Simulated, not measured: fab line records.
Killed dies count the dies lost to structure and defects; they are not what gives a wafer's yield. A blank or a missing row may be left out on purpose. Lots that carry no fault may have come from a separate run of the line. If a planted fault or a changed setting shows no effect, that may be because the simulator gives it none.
The tool behind it: which one? / flow n5_finfet / 12 lots with 36 wafers sampled at 6 steps, on a route of 1938 steps

## WHAT THE GAUGES SHOWED, per wafer
N5_BEOL_M3_CD_MEAS_35: target cd 18 nm, target cd y 21 nm.
lot=L075; measured=day 7 08:07; on=cd_sem-03; cd_nm (nm)=17.80 18.30 18.39
lot=L077; measured=day 7 23:40; on=cd_sem-03; cd_nm (nm)=18.54 18.48 17.99
lot=L080; measured=day 8 13:41; on=cd_sem-01; cd_nm (nm)=18.37 18.20 18.48
lot=L081; measured=day 9 04:58; on=cd_sem-02; cd_nm (nm)=18.02 17.87 17.93
lot=L083; measured=day 9 10:14; on=cd_sem-02; cd_nm (nm)=17.97 18.46 17.85
lot=L085; measured=day 10 15:49; on=cd_sem-03; cd_nm (nm)=18.12 18.15 17.84
lot=L087; measured=day 10 17:21; on=cd_sem-03; cd_nm (nm)=18.26 17.94 18.34
lot=L088; measured=day 11 04:11; on=cd_sem-01; cd_nm (nm)=17.77 18.53 18.17
lot=L091; measured=day 11 20:22; on=cd_sem-01; cd_nm (nm)=18.33 18.26 17.73
lot=L092; measured=day 11 23:40; on=cd_sem-01; cd_nm (nm)=18.08 18.09 18.06
lot=L095; measured=day 13 07:24; on=cd_sem-03; cd_nm (nm)=18.06 18.01 18.34
lot=L096; measured=day 13 08:15; on=cd_sem-01; cd_nm (nm)=18.10 18.17 18.23

## TOOL THAT RAN EACH LOT (tool first, then ch and the chambers of the sampled wafers, then the start)
lot=L075; N5_BEOL_M2_PRE_CLEAN_45=pvd_sputter-02, day 6 19:41; N5_BEOL_M2_ANNEAL_87=pvd_sputter-02, day 6 21:01; N5_BEOL_M3_ETCH_74=rie_diel-06 ch 0,2, day 7 01:10; N5_BEOL_M3_STRIP_66=rie_diel-06 ch 0,2, day 7 01:21; N5_BEOL_M3_ALD_98=ald_sin-04 ch 0,1,2, day 7 02:08
lot=L077; N5_BEOL_M2_PRE_CLEAN_45=pvd_sputter-03, day 7 11:31; N5_BEOL_M2_ANNEAL_87=pvd_sputter-01, day 7 14:26; N5_BEOL_M3_ETCH_74=rie_diel-01 ch 1,2,3, day 7 17:58; N5_BEOL_M3_STRIP_66=rie_diel-01 ch 1,2,3, day 7 18:08; N5_BEOL_M3_ALD_98=ald_sin-02 ch 0,2,3, day 7 18:56
lot=L080; N5_BEOL_M2_PRE_CLEAN_45=pvd_sputter-03, day 8 03:53; N5_BEOL_M2_ANNEAL_87=pvd_sputter-03, day 8 05:08; N5_BEOL_M3_ETCH_74=rie_diel-02 ch 0,2,3, day 8 11:29; N5_BEOL_M3_STRIP_66=rie_diel-02 ch 0,2,3, day 8 11:39; N5_BEOL_M3_ALD_98=ald_sin-02 ch 0,2,3, day 8 12:42
lot=L081; N5_BEOL_M2_PRE_CLEAN_45=pvd_sputter-01, day 8 14:48; N5_BEOL_M2_ANNEAL_87=pvd_sputter-01, day 8 17:36; N5_BEOL_M3_ETCH_74=rie_diel-06 ch 0,2,3, day 8 20:40; N5_BEOL_M3_STRIP_66=rie_diel-06 ch 0,2,3, day 8 20:50; N5_BEOL_M3_ALD_98=ald_sin-03 ch 1,2,3, day 8 21:57
lot=L083; N5_BEOL_M2_PRE_CLEAN_45=pvd_sputter-03, day 9 01:52; N5_BEOL_M2_ANNEAL_87=pvd_sputter-01, day 9 03:31; N5_BEOL_M3_ETCH_74=rie_diel-01 ch 1,2,3, day 9 08:25; N5_BEOL_M3_STRIP_66=rie_diel-01 ch 1,2,3, day 9 08:35; N5_BEOL_M3_ALD_98=ald_sin-02 ch 0,1, day 9 09:23
lot=L085; N5_BEOL_M2_PRE_CLEAN_45=pvd_sputter-02, day 9 17:29; N5_BEOL_M2_ANNEAL_87=pvd_sputter-03, day 9 19:04; N5_BEOL_M3_ETCH_74=rie_diel-02 ch 0,2,3, day 10 01:44; N5_BEOL_M3_STRIP_66=rie_diel-02 ch 0,2,3, day 10 01:55; N5_BEOL_M3_ALD_98=ald_sin-04 ch 1,2,3, day 10 03:35
lot=L087; N5_BEOL_M2_PRE_CLEAN_45=pvd_sputter-03, day 9 22:00; N5_BEOL_M2_ANNEAL_87=pvd_sputter-02, day 9 23:38; N5_BEOL_M3_ETCH_74=rie_diel-01 ch 0,1,2, day 10 02:53; N5_BEOL_M3_STRIP_66=rie_diel-01 ch 0,1,2, day 10 03:04; N5_BEOL_M3_ALD_98=ald_sin-04 ch 1,2,3, day 10 04:01
lot=L088; N5_BEOL_M2_PRE_CLEAN_45=pvd_sputter-01, day 10 19:12; N5_BEOL_M2_ANNEAL_87=pvd_sputter-02, day 10 20:29; N5_BEOL_M3_ETCH_74=rie_diel-01 ch 1,2, day 11 01:52; N5_BEOL_M3_STRIP_66=rie_diel-01 ch 1,2, day 11 02:02; N5_BEOL_M3_ALD_98=ald_sin-03 ch 0,3, day 11 03:30
lot=L091; N5_BEOL_M2_PRE_CLEAN_45=pvd_sputter-02, day 11 05:11; N5_BEOL_M2_ANNEAL_87=pvd_sputter-03, day 11 06:47; N5_BEOL_M3_ETCH_74=rie_diel-02 ch 0,1, day 11 10:58; N5_BEOL_M3_STRIP_66=rie_diel-02 ch 0,1, day 11 11:08; N5_BEOL_M3_ALD_98=ald_sin-04 ch 1,2,3, day 11 12:13
lot=L092; N5_BEOL_M2_PRE_CLEAN_45=pvd_sputter-03, day 11 10:37; N5_BEOL_M2_ANNEAL_87=pvd_sputter-02, day 11 12:05; N5_BEOL_M3_ETCH_74=rie_diel-06 ch 0,1,2, day 11 15:33; N5_BEOL_M3_STRIP_66=rie_diel-06 ch 0,1,2, day 11 15:43; N5_BEOL_M3_ALD_98=ald_sin-03 ch 0,1,3, day 11 17:25
lot=L095; N5_BEOL_M2_PRE_CLEAN_45=pvd_sputter-03, day 12 08:34; N5_BEOL_M2_ANNEAL_87=pvd_sputter-03, day 12 11:32; N5_BEOL_M3_ETCH_74=rie_diel-02 ch 0,3, day 12 16:04; N5_BEOL_M3_STRIP_66=rie_diel-02 ch 0,3, day 12 16:14; N5_BEOL_M3_ALD_98=ald_sin-02 ch 0,3, day 12 17:36
lot=L096; N5_BEOL_M2_PRE_CLEAN_45=pvd_sputter-03, day 12 16:47; N5_BEOL_M2_ANNEAL_87=pvd_sputter-03, day 12 18:24; N5_BEOL_M3_ETCH_74=rie_diel-02 ch 1,2, day 12 21:41; N5_BEOL_M3_STRIP_66=rie_diel-02 ch 1,2, day 12 21:52; N5_BEOL_M3_ALD_98=ald_sin-04 ch 1,3, day 12 22:47
- N5_BEOL_M2_PRE_CLEAN_45: time 30 s.
- N5_BEOL_M2_ANNEAL_87: time 240 s.
- N5_BEOL_M3_ETCH_74: etches underlayer in N2/H2, target depth 6.5 nm, time 5.2 s.
- N5_BEOL_M3_STRIP_66: strips in CF4.
- N5_BEOL_M3_ALD_98: deposits SiO2, target thk 2.5 nm, pulse time 1 s, co reactant pulse time 1 s.

## THE ANSWER, worked out from the rows above alone
Rule: the lots themselves supply what counts as usual. The widest of any qualifying gaps counts: lots, ordered by their means at a reading, are off when they make up no more than a third of the lots, leave a main group of 4 or more, and stand apart from it by 3 or more times the standard deviation of that group's means. The tables above print the reading to a certain number of digits; a main group whose means all agree to those digits is not used. A lot without any number at a reading at which 4 lots or more have one is off too. Where the step has rows for the other lots, those lots are counted as sound.
None of the lots is off at any reading shown; this tells nothing.

## WHAT THE SIMULATOR HAD PUT IN
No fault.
